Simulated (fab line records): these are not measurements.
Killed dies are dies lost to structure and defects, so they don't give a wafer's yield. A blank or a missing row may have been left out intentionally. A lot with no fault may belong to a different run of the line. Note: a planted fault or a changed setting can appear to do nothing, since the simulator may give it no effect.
fab line records    flow n5Finfet
record: lots: 6  wafers: 18  lastDay: 17
route steps=1938 shown BEOL_M1@780 BEOL_M4@1111 PASSIVATION@1936
lots with no fault: from the same line, run without faults
startH: hours from the record's first day to the start of the lot's first wafer shown    waitH: how many hours have passed since the lot's step before this one    " the same as in the row above    L1.1+2: one row covering several wafers at once    - no value, or no start was given    * or withheld: withheld    < > ~ a bound
route shown NAME@n: NAME is a module with steps in the file, n the number in the route of the first one    usual: mean/standard deviation of fault-free wafers    same: alike in all rows    chamber/n: place in a boat    sites: readings site by site    _std_site: how widely they spread, as a standard deviation    _edge_site: inner sites' mean taken away from outer sites' mean    radiusMm: how far each site lies from the wafer's centre    mask NAME#n: copy n    behind: the tool/chamber that last shaped the wafer    hold: why the lot was held/for how many hours/how that ended    device: the n, p or np transistor that did not switch    end of line: the tests these same wafers got at the end of their route    step lacking rows: just its recipe    killed: dies lost to structure and defects at the first sort, not the wafer's yield    map: a wafer's dies, x killed, . not, _ none there
set.NAME: the setting that was run; set.NAME@STEP: the one run at that earlier step    model.NAME: the simulator's own value behind a step, which no gauge read
certain route steps with their lots: each step a table, each wafer a row
services: when a tool's chamber went out of use (startH, in hours from the record's first day, below 0 if earlier), for how many hours, and the reason
== steps ==
step: N5_BEOL_M1_COAT_22
recipe: resist: CAR-EUV  spinRpm: 1500  resistThkNm: 30
step: N5_BEOL_M1_EBR_24
recipe: solvent: PGMEA  ebrWidthMm: 1.5
step: N5_BEOL_M1_SOFTBAKE_23
recipe: tempC: 110  timeS: 60  resist: CAR-EUV
step: N5_BEOL_M1_EXPOSE_25
recipe: maskId: V0  na: 0.33  sourceShape: quasar  sigmaInner: 0.2  sigmaOuter: 0.8  polarization: unpolarized  defocusNm: 5  targetCdNm: 24  doseMj: 63
step: N5_BEOL_M1_PEB_26
recipe: pebTempC: 100  pebTimeS: 60  resist: CAR-EUV
step: N5_BEOL_M1_DEVELOP_27
recipe: developTimeS: 30  developer: TMAH  resist: CAR-EUV  rinseLiquid: surfactantRinse  dry: airSpin  devTempC: 23
step: N5_BEOL_M1_CD_MEAS_28
recipe: landingEnergyEv: 500  detector: seInlens  targetCdYNm: 23.3
usual: cdNm: 23.99/0.25
lot.wafer  tool      chamber  startH  waitH  cdNm
L707.2     cdSem-03  0        123.70  -      24.42
L707.3     "         0        "       "      24.05
L707.6     "         0        "       "      24.01
L719.3     cdSem-01  0        195.87  -      24.03
L719.4     "         0        "       "      23.45
L719.5     "         0        "       "      23.86
L721.1     cdSem-02  0        202.87  -      23.64
L721.4     "         0        "       "      23.62
L721.6     "         0        "       "      23.93
L722.1     cdSem-02  0        218.67  -      23.85
L722.3     "         0        "       "      23.96
L722.5     "         0        "       "      23.82
L730.3     cdSem-01  0        262.00  -      24.04
L730.5     "         0        "       "      23.91
L730.6     "         0        "       "      24.05
L729.1     cdSem-01  0        262.16  -      23.78
L729.3     "         0        "       "      23.68
L729.5     "         0        "       "      23.91
step: N5_BEOL_M1_OVL_MEAS_29
recipe: pointsPerWafer: 522
usual: V0_OVL: -0.1/0.73
lot.wafer  tool        chamber  startH  waitH  V0_OVL[nm]
L707.2     overlay-02  0        123.73  0.0    0.4
L707.3     "           0        "       "      0.2
L707.6     "           0        "       "      1.4
L719.3     overlay-01  0        195.91  0.0    0.9
L719.4     "           0        "       "      0.7
L719.5     "           0        "       "      0.3
L721.1     overlay-02  0        202.90  0.0    0.3
L721.4     "           0        "       "      0.1
L721.6     "           0        "       "      0.6
L722.1     overlay-02  0        218.70  0.0    -0.1
L722.3     "           0        "       "      -1.1
L722.5     "           0        "       "      0.0
L730.3     overlay-02  0        262.04  0.0    -0.4
L730.5     "           0        "       "      0.4
L730.6     "           0        "       "      1.5
L729.1     overlay-02  0        262.19  0.0    -0.3
L729.3     "           0        "       "      -0.9
L729.5     "           0        "       "      -0.9
step: N5_BEOL_M1_INSPECT_30
recipe: mode: adi  inspectInstrument: brightfield
usual: rawDefectCount: 406/110
lot.wafer  tool              chamber  startH  waitH  rawDefectCount
L707.2     defectInspect-02  -        123.78  0.0    240
L707.3     "                 -        "       "      313
L707.6     "                 -        "       "      415
L719.3     defectInspect-01  -        195.96  0.0    302
L719.4     "                 -        "       "      325
L719.5     "                 -        "       "      324
L721.1     defectInspect-01  -        202.96  0.1    400
L721.4     "                 -        "       "      405
L721.6     "                 -        "       "      334
L722.1     defectInspect-01  -        218.76  0.1    346
L722.3     "                 -        "       "      473
L722.5     "                 -        "       "      417
L730.3     defectInspect-02  -        262.09  0.0    415
L730.5     "                 -        "       "      671
L730.6     "                 -        "       "      490
L729.1     defectInspect-02  -        262.25  0.1    416
L729.3     "                 -        "       "      327
L729.5     "                 -        "       "      282
step: N5_BEOL_M1_DESCUM_33
recipe: chemistry: O2  timeS: 7  sourcePowerW: 50  biasPowerW: 20  pressureMtorr: 20  rfFrequencyHz: 2.712e+07  tempC: 40  resist: CAR-EUV  o2FlowSccm: 225
usual: drypumpMotorCurrentA: 5.8/0.47  oesProductAu: 0.75/0.063  rfVppV: 243.6/1.5  showerheadPlenumPTorr: 2.12/0.085  throttleValvePct: 20.55/0.16
lot.wafer  tool        chamber  startH  waitH  drypumpMotorCurrentA  oesProductAu  rfHoursCounterH  rfVppV  showerheadPlenumPTorr  throttleValvePct
L707.2     rieDiel-02  2        123.82  0.0    5.3                   0.77          118              244.6   2.20                   20.56
L707.3     "           1        "       "      5.5                   0.77          171              244.5   2.17                   20.30
L707.6     "           2        "       "      5.3                   0.77          -                244.6   2.20                   20.58
L719.3     rieDiel-06  0        195.99  0.0    4.9                   0.89          46               242.2   2.13                   20.45
L719.4     "           1        "       "      5.4                   0.70          208              242.8   2.07                   20.56
L719.5     "           1        "       "      5.3                   0.70          -                242.8   2.07                   20.55
L721.1     rieDiel-06  1        203.23  0.3    5.4                   0.71          210              242.3   2.07                   20.57
L721.4     "           0        "       "      5.0                   0.88          48               243.6   2.12                   20.45
L721.6     "           2        "       "      5.9                   0.69          -                244.2   2.15                   20.61
L722.1     rieDiel-06  3        218.79  0.0    5.6                   0.69          229              243.4   2.15                   20.77
L722.3     "           1        "       "      5.4                   0.70          217              242.3   2.06                   20.57
L722.5     "           0        "       "      4.9                   0.88          -                242.9   2.12                   20.45
L730.3     rieDiel-05  3        262.12  0.0    6.6                   0.73          198              244.2   2.16                   20.84
L730.5     "           2        "       "      6.1                   0.69          -                243.5   2.15                   20.51
L730.6     "           3        "       "      6.6                   0.72          -                245.8   2.16                   20.85
L729.1     rieDiel-02  3        262.29  0.0    6.2                   0.89          26               245.0   2.23                   20.20
L729.3     "           0        "       "      6.2                   0.70          203              241.1   1.99                   20.62
L729.5     "           3        "       "      6.2                   0.90          -                245.1   2.23                   20.22
step: N5_BEOL_M1_ETCH_77
recipe: chemistry: N2/H2  target: underlayer  targetDepthA: 65  maskMaterial: CAR-EUV  timeS: 5.2  ionEnergyEv: 200  pressureMtorr: 30  sourceW: 840  biasW: 150  n2FlowSccm: 200  h2FlowSccm: 200  ends: cleared
usual: drypumpMotorCurrentA: 5.8/0.47  etchRfOnTimeS: 5.23/0.068  oesProductAu: 0.64/0.054  rfVppV: 525/3  showerheadPlenumPTorr: 2.58/0.1  throttleValvePct: 18.02/0.19
lot.wafer  tool        chamber  startH  waitH  drypumpMotorCurrentA  etchRfOnTimeS  oesProductAu  rfHoursCounterH  rfVppV  showerheadPlenumPTorr  throttleValvePct
L707.2     rieDiel-02  2        123.85  0.0    5.3                   5.27           0.64          118              529     2.66                   17.91
L707.3     "           1        "       "      5.5                   5.14           0.65          171              527     2.64                   17.88
L707.6     "           2        "       "      5.3                   5.31           0.65          -                526     2.66                   17.93
L719.3     rieDiel-06  0        196.03  0.0    4.9                   5.15           0.75          46               526     2.59                   18.07
L719.4     "           1        "       "      5.4                   5.26           0.61          208              520     2.51                   17.99
L719.5     "           1        "       "      5.4                   5.21           0.60          -                522     2.51                   17.99
L721.1     rieDiel-06  1        203.27  0.0    5.4                   5.30           0.60          210              523     2.51                   17.99
L721.4     "           0        "       "      4.9                   5.27           0.74          48               527     2.59                   18.07
L721.6     "           2        "       "      5.9                   5.22           0.59          -                525     2.61                   18.13
L722.1     rieDiel-06  3        218.83  0.0    5.7                   5.19           0.59          229              525     2.62                   18.35
L722.3     "           1        "       "      5.4                   5.32           0.60          217              522     2.50                   18.00
L722.5     "           0        "       "      5.0                   5.20           0.75          -                526     2.59                   18.03
L730.3     rieDiel-05  3        262.16  0.0    6.6                   5.34           0.61          198              527     2.62                   18.37
L730.5     "           2        "       "      6.1                   5.31           0.58          -                526     2.61                   18.01
L730.6     "           3        "       "      6.6                   5.35           0.61          -                527     2.62                   18.35
L729.1     rieDiel-02  3        262.32  0.0    6.3                   5.12           0.77          26               528     2.70                   17.53
L729.3     "           0        "       "      6.2                   5.17           0.62          203              519     2.41                   18.07
L729.5     "           3        "       "      6.3                   5.10           0.77          -                528     2.69                   17.55
step: N5_BEOL_M1_ETCH_69
recipe: chemistry: CF4  target: SiARC  targetDepthA: 156  maskMaterial: CAR-EUV  timeS: 26  ionEnergyEv: 80  pressureMtorr: 40  sourceW: 545  biasW: 36  Ar_flow_sccm: 100  cf4FlowSccm: 100  ends: cleared
usual: drypumpMotorCurrentA: 5.8/0.47  etchRfOnTimeS: 26.1/0.31  oesProductAu: 0.64/0.053  rfVppV: 184.4/1.3  showerheadPlenumPTorr: 2.17/0.081  throttleValvePct: 15.76/0.18
lot.wafer  tool        chamber  startH  waitH  drypumpMotorCurrentA  etchRfOnTimeS  oesProductAu  rfHoursCounterH  rfVppV  showerheadPlenumPTorr  throttleValvePct
L707.2     rieDiel-02  2        123.87  0.0    5.2                   26.3           0.65          118              186.3   2.24                   15.71
L707.3     "           1        "       "      5.5                   25.9           0.65          171              185.7   2.22                   15.49
L707.6     "           2        "       "      5.2                   26.0           0.66          -                183.9   2.24                   15.72
L719.3     rieDiel-06  0        196.05  0.0    4.9                   25.7           0.76          46               183.7   2.18                   15.59
L719.4     "           1        "       "      5.4                   26.2           0.61          208              183.9   2.12                   15.83
L719.5     "           1        "       "      5.4                   26.5           0.60          -                185.1   2.12                   15.83
L721.1     rieDiel-06  1        203.29  0.0    5.3                   26.1           0.60          210              185.0   2.12                   15.84
L721.4     "           0        "       "      4.9                   26.0           0.75          48               183.9   2.18                   15.58
L721.6     "           2        "       "      5.9                   26.1           0.59          -                184.2   2.19                   15.85
L722.1     rieDiel-06  3        218.84  0.0    5.6                   26.0           0.60          229              184.0   2.20                   16.02
L722.3     "           1        "       "      5.4                   26.9           0.60          217              184.1   2.12                   15.85
L722.5     "           0        "       "      4.9                   26.3           0.73          -                183.4   2.18                   15.58
L730.3     rieDiel-05  3        262.17  0.0    6.6                   26.4           0.62          198              185.7   2.21                   16.07
L730.5     "           2        "       "      6.1                   26.4           0.59          -                185.2   2.19                   15.77
L730.6     "           3        "       "      6.5                   26.4           0.63          -                184.6   2.21                   16.06
L729.1     rieDiel-02  3        262.34  0.0    6.2                   25.5           0.78          26               185.0   2.28                   15.32
L729.3     "           0        "       "      6.2                   25.8           0.61          203              183.1   2.04                   15.84
L729.5     "           3        "       "      6.2                   25.5           0.77          -                185.9   2.28                   15.32
step: N5_BEOL_M1_ALD_98
recipe: material: SiO2  targetThkA: 25  tempC: 100  aldPrecursorFamily: BDEAS  aldCoReactant: O2-plasma  pulseTimeS: 1  coReactantPulseTimeS: 1  purgeTimeS: 2  coReactantPurgeTimeS: 2  aldCycles: 17  pressureTorr: 2
usual: heaterPowerW: 79/11  precursorPulseHeightRel: 0.998/0.018  susceptorTempC: 100.01/0.14
lot.wafer  tool       chamber  startH  waitH  heaterPowerW  precursorPulseHeightRel  susceptorTempC
L707.2     aldSin-02  1        123.95  0.1    99            0.995                    100.09
L707.3     "          3        "       "      71            1.010                    99.92
L707.6     "          1        "       "      98            0.987                    100.15
L719.3     aldSin-01  1        196.26  0.2    74            0.962                    100.12
L719.4     "          2        "       "      62            1.010                    100.09
L719.5     "          2        "       "      62            0.984                    100.03
L721.1     aldSin-01  0        203.37  0.1    82            1.016                    102.31
L721.4     "          3        "       "      80            1.015                    102.19
L721.6     "          1        "       "      80            0.994                    102.49
L722.1     aldSin-01  2        218.93  0.1    65            1.033                    102.30
L722.3     "          3        "       "      80            1.009                    102.20
L722.5     "          3        "       "      80            0.993                    102.01
L730.3     aldSin-02  3        262.26  0.1    69            0.994                    99.90
L730.5     "          3        "       "      70            0.988                    99.99
L730.6     "          0        "       "      88            0.996                    100.03
L729.1     aldSin-02  1        262.42  0.1    95            0.981                    99.98
L729.3     "          3        "       "      69            0.980                    99.63
L729.5     "          1        "       "      97            0.987                    99.67
step: N5_BEOL_M1_ETCHBACK_99
recipe: chemistry: CHF3  target: SiO2  targetDepthA: 50  timeS: 10.4  sourceW: 215  biasW: 47  Ar_flow_sccm: 200  CHF3_flow_sccm: 12  ionEnergyEv: 100  pressureMtorr: 30
usual: drypumpMotorCurrentA: 5.8/0.46  oesProductAu: 0.76/0.076  rfVppV: 240.3/2.6  showerheadPlenumPTorr: 2.18/0.083  throttleValvePct: 17.19/0.19
lot.wafer  tool        chamber  startH  waitH  drypumpMotorCurrentA  oesProductAu  rfHoursCounterH  rfVppV  showerheadPlenumPTorr  throttleValvePct
L707.2     rieDiel-06  0        124.12  0.1    5.0                   0.92          25               241.4   2.20                   17.04
L707.3     "           2        "       "      5.9                   0.70          225              245.8   2.21                   17.23
L707.6     "           2        "       "      5.9                   0.70          -                243.6   2.21                   17.25
L719.3     rieDiel-02  0        197.16  0.9    6.2                   0.72          184              237.1   2.05                   17.22
L719.4     "           2        "       "      5.2                   0.74          143              239.4   2.24                   17.19
L719.5     "           3        "       "      6.3                   0.95          -                244.0   2.30                   16.73
L721.1     rieDiel-02  3        205.44  2.0    6.2                   0.93          10               241.1   2.30                   16.75
L721.4     "           1        "       "      5.5                   0.74          198              243.0   2.22                   17.01
L721.6     "           0        "       "      6.2                   0.72          -                235.9   2.05                   17.23
L722.1     rieDiel-06  1        220.24  1.3    5.3                   0.70          217              240.2   2.13                   17.27
L722.3     "           0        "       "      4.9                   0.88          54               244.2   2.19                   17.08
L722.5     "           1        "       "      5.4                   0.70          -                240.8   2.13                   17.28
L730.3     rieDiel-06  0        262.39  0.1    4.9                   0.85          68               241.3   2.18                   17.10
L730.5     "           3        "       "      5.6                   0.68          -                235.9   2.22                   17.50
L730.6     "           2        "       "      5.9                   0.98          -                243.7   2.20                   16.85
L729.1     rieDiel-05  1        262.54  0.1    6.2                   0.76          142              238.0   1.99                   17.32
L729.3     "           3        "       "      6.6                   0.73          198              239.2   2.22                   17.52
L729.5     "           1        "       "      6.2                   0.76          -                237.4   1.99                   17.34
step: N5_BEOL_M4_RC_MEAS_101
usual: DIBL_N: 35.7/1.3  DIBL_P: 36.0/1.6  IOFF_N: 0.154/0.025  IOFF_P: 0.21/0.034  ION_N: 675/9.7  ION_P: 465/7.4  SS_N: 71.3/0.55  SS_P: 73.1/0.52  VT_N: 250/3  VT_P: -249/3.6
lot.wafer  tool       chamber  startH  waitH  DIBL_N[mV/V]  DIBL_P[mV/V]  IOFF_N[nA/um]  IOFF_P[nA/um]  ION_N[uA/um]  ION_P[uA/um]  SS_N[mV/dec]  SS_P[mV/dec]  VT_N[mV]  VT_P[mV]
L707.2     prober-01  0        167.72  0.2    35.3          36.6          0.142          0.20           670           459           71.5          72.6          250       -247
L707.3     "          0        "       "      36.9          39.1          0.190          0.26           699           477           71.5          73.8          244       -247
L707.6     "          0        "       "      36.2          37.3          0.165          0.22           681           468           71.9          73.1          249       -251
L719.3     prober-01  0        236.68  0.3    38.0          36.2          0.174          0.19           671           450           71.3          73.8          250       -255
L719.4     "          0        "       "      35.4          34.7          0.129          0.17           670           462           70.2          72.9          254       -253
L719.5     "          0        "       "      35.9          34.7          0.136          0.17           671           459           70.4          73.5          251       -254
L721.1     prober-02  0        242.55  0.0    37.4          37.3          0.170          0.24           679           468           71.9          73.3          246       -247
L721.4     "          0        "       "      36.7          36.2          0.157          0.21           684           468           71.5          73.4          246       -249
L721.6     "          0        "       "      38.1          38.4          0.190          0.25           680           469           72.3          73.3          246       -247
L722.1     prober-02  0        270.06  0.0    35.3          35.1          0.140          0.19           674           461           69.8          73.3          252       -251
L722.3     "          0        "       "      34.7          34.1          0.128          0.18           667           464           71.0          72.8          251       -255
L722.5     "          0        "       "      35.0          34.5          0.129          0.19           672           468           70.0          72.9          251       -251
L730.3     prober-02  0        302.69  0.3    37.6          36.8          0.171          0.22           672           462           71.6          73.0          248       -248
L730.5     "          0        "       "      36.8          35.1          0.152          0.20           670           456           71.7          73.1          249       -251
L730.6     "          0        "       "      37.0          35.8          0.167          0.20           675           463           71.2          74.0          250       -250
L729.1     prober-01  0        304.10  0.0    36.6          34.7          0.138          0.22           674           473           71.6          72.0          252       -247
L729.3     "          0        "       "      38.0          36.2          0.171          0.24           689           471           71.8          72.2          247       -245
L729.5     "          0        "       "      36.0          33.8          0.132          0.20           670           473           70.4          72.3          250       -245
step: N5_PASSIVATION_PROBE_49
usual: defectLimitedYield: 91.6/1.4  killed_at_M0_to_M3: 35/10  killed_at_M4_up: 13/5.3  killedAtContacts: 12/5.9  killedAtFrontEnd: 36/9.9  killedAtOther: 3.2/3  killedDies: 99/16  killedOnRim: 13/3.9  killedOpen: 66/12  killedShort: 32/7.7  sort_bin_5_function: 4.9/0.91  sort_bin_6_memory: 3.2/0.65  sortNPass: 1081/16  sortYieldPct: 91.6/1.4
same: grossDies: 1180  killedAtBackSide: 0  sort_bin_4_leakage[%]: 0  sort_bin_8_speed[%]: 0
lot.wafer  tool       chamber  startH  waitH  defectLimitedYield[%]  killed_at_M0_to_M3  killed_at_M4_up  killedAtContacts  killedAtFrontEnd  killedAtOther  killedDies  killedOnRim  killedOpen  killedShort  sort_bin_5_function[%]  sort_bin_6_memory[%]  sortNPass  sortYieldPct[%]
L707.2     prober-02  -        282.96  0.1    90.3                   35                  22               9                 39                10             115         15           79          36           5.8                     3.7                   1065       90.3
L707.3     prober-02  -        283.01  0.1    92.4                   21                  10               21                28                10             90          10           58          31           4.2                     3.3                   1090       92.4
L707.6     prober-02  -        283.16  0.3    93.3                   26                  12               11                29                1              79          9            49          29           4.1                     2.4                   1101       93.3
L719.3     prober-02  -        337.18  0.1    91.9                   46                  10               8                 30                1              95          13           57          30           3.7                     3.4                   1085       91.9
L719.4     prober-02  -        337.23  0.2    92.6                   48                  12               4                 22                1              87          14           58          28           4.4                     2.7                   1093       92.6
L719.5     prober-02  -        337.28  0.2    90.6                   44                  12               7                 45                3              111         18           77          31           5.7                     3.6                   1069       90.6
L722.1     prober-01  -        376.19  0.0    92.4                   25                  8                20                35                2              90          13           61          29           4.2                     2.9                   1090       92.4
L722.3     prober-01  -        376.29  0.1    92.5                   20                  8                14                43                4              89          10           55          31           3.9                     3.1                   1091       92.5
L722.5     prober-01  -        376.39  0.2    92.4                   28                  16               15                28                3              90          14           67          22           4.2                     3.4                   1090       92.4
killed by level:class
L707.2 BEOL_M2:geometricParticle:open=11 BEOL_M4:geometricParticle:open=9 BEOL_M0_SAQP:geometricParticle:short=8 FIN_SAQP:geometricParticle:open=7 FIN_SAQP:geometricParticle:short=7 STI_FIN_REVEAL:geometricParticle:open=7 GATE_CUT:geometricParticle:short=6 MOL_CONTACT_COAG:geometricParticle:open=6
L707.3 MOL_CONTACT_COAG:geometricParticle:open=17 BEOL_M2:geometricParticle:open=8 FIN_SAQP:geometricParticle:short=7 MIM_BOT:geometricParticle:open=7 STARTING-WAFER:geometricParticle:short=6 ILD0:geometricParticle:open=4 MOL_CONTACT_COAG:geometricParticle:short=4 BEOL_M3:geometricParticle:open=4
L707.6 MOL_CONTACT_COAG:geometricParticle:open=9 FIN_SAQP:geometricParticle:short=8 STI_FIN_REVEAL:geometricParticle:open=6 BEOL_M0_SAQP:geometricParticle:open=6 BEOL_M2:geometricParticle:open=5 STI_FIN_REVEAL:geometricParticle:short=4 BEOL_M1:geometricParticle:open=4 STARTING-WAFER:geometricParticle:short=4
L719.3 BEOL_M0_SAQP:geometricParticle:open=13 BEOL_M0_SAQP:geometricParticle:short=11 BEOL_M1:geometricParticle:open=8 MOL_CONTACT_COAG:geometricParticle:open=7 HKMG_FIN:areaEtch=6 DUMMY_GATE:geometricParticle:open=5 BEOL_M3:geometricParticle:open=5 FIN_SAQP:geometricParticle:short=4
L719.4 BEOL_M0_SAQP:geometricParticle:open=14 BEOL_M1:geometricParticle:open=11 BEOL_M0_SAQP:geometricParticle:short=10 FIN_SAQP:geometricParticle:short=5 DUMMY_GATE:geometricParticle:open=5 BEOL_M1:geometricParticle:short=5 BEOL_M3:geometricParticle:open=4 MOL_CONTACT_COAG:geometricParticle:open=4
L719.5 BEOL_M0_SAQP:geometricParticle:short=13 DUMMY_GATE:geometricParticle:open=12 BEOL_M0_SAQP:geometricParticle:open=10 BEOL_M1:geometricParticle:open=10 FIN_SAQP:geometricParticle:open=8 STI_FIN_REVEAL:geometricParticle:open=7 MOL_CONTACT_COAG:geometricParticle:open=6 BEOL_M4:geometricParticle:open=5
L722.1 MOL_CONTACT_COAG:geometricParticle:open=14 BEOL_M2:geometricParticle:open=9 FIN_SAQP:geometricParticle:open=8 MOL_CONTACT_COAG:geometricParticle:short=6 GATE_CUT:geometricParticle:open=5 GATE_CUT:geometricParticle:short=4 BEOL_M2:geometricParticle:short=4 STARTING-WAFER:geometricParticle:short=4
L722.3 MOL_CONTACT_COAG:geometricParticle:open=12 GATE_CUT:geometricParticle:short=7 FIN_SAQP:geometricParticle:open=6 FIN_SAQP:geometricParticle:short=5 DUMMY_GATE:geometricParticle:open=5 GATE_CUT:geometricParticle:open=5 BEOL_M0_SAQP:geometricParticle:short=4 BEOL_M0_SAQP:geometricParticle:open=4
L722.5 MOL_CONTACT_COAG:geometricParticle:open=12 BEOL_M1:geometricParticle:open=9 BEOL_M5:geometricParticle:open=6 FIN_SAQP:geometricParticle:open=5 BEOL_M3:geometricParticle:open=5 STI_FIN_REVEAL:geometricParticle:open=4 GATE_CUT:geometricParticle:open=4 BEOL_M1:geometricParticle:short=4
== services ==
tool        chamber  startH  hours  kind
rieDiel-02  1        104.61  8.1    repair
rieDiel-06  -        109.40  0.7    repair
aldSin-02   -        113.10  2.8    pm
rieDiel-02  -        146.70  2.8    pm
rieDiel-02  3        157.07  -      clean
rieDiel-02  3        157.07  -      consumableReplace:focusRing
rieDiel-02  3        157.07  -      consumableReplace:showerhead
rieDiel-02  3        157.07  15.7   scheduledDown
rieDiel-02  3        157.07  15.7   ventCycle
aldSin-01   3        159.27  3.1    repair
rieDiel-02  0        180.05  2.6    repair
aldSin-01   2        208.67  6.7    repair
rieDiel-06  2        212.43  -      clean
rieDiel-06  2        212.43  -      consumableReplace:focusRing
rieDiel-06  2        212.43  23.1   scheduledDown
rieDiel-06  2        212.43  23.1   ventCycle
== key ==
firstSign: step: N5_BEOL_M1_ALD_98  reading: susceptorTempC  direction: up  sigmas: 16  usual: *  struck: *
effect none on later readings
metAt N5_BEOL_M1_ALD_98
struckWafers L721.1,L721.4,L721.6,L722.1,L722.3,L722.5
onsetBetween 196.26 203.37
fault: kind: processParameterDrift  tool: aldSin-01  chamber: -  onsetH: 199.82  steps: N5_BEOL_M1_ALD_98  channel: tempC  offset: *  shape: step  endH: 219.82  actsIn: *  stated: *
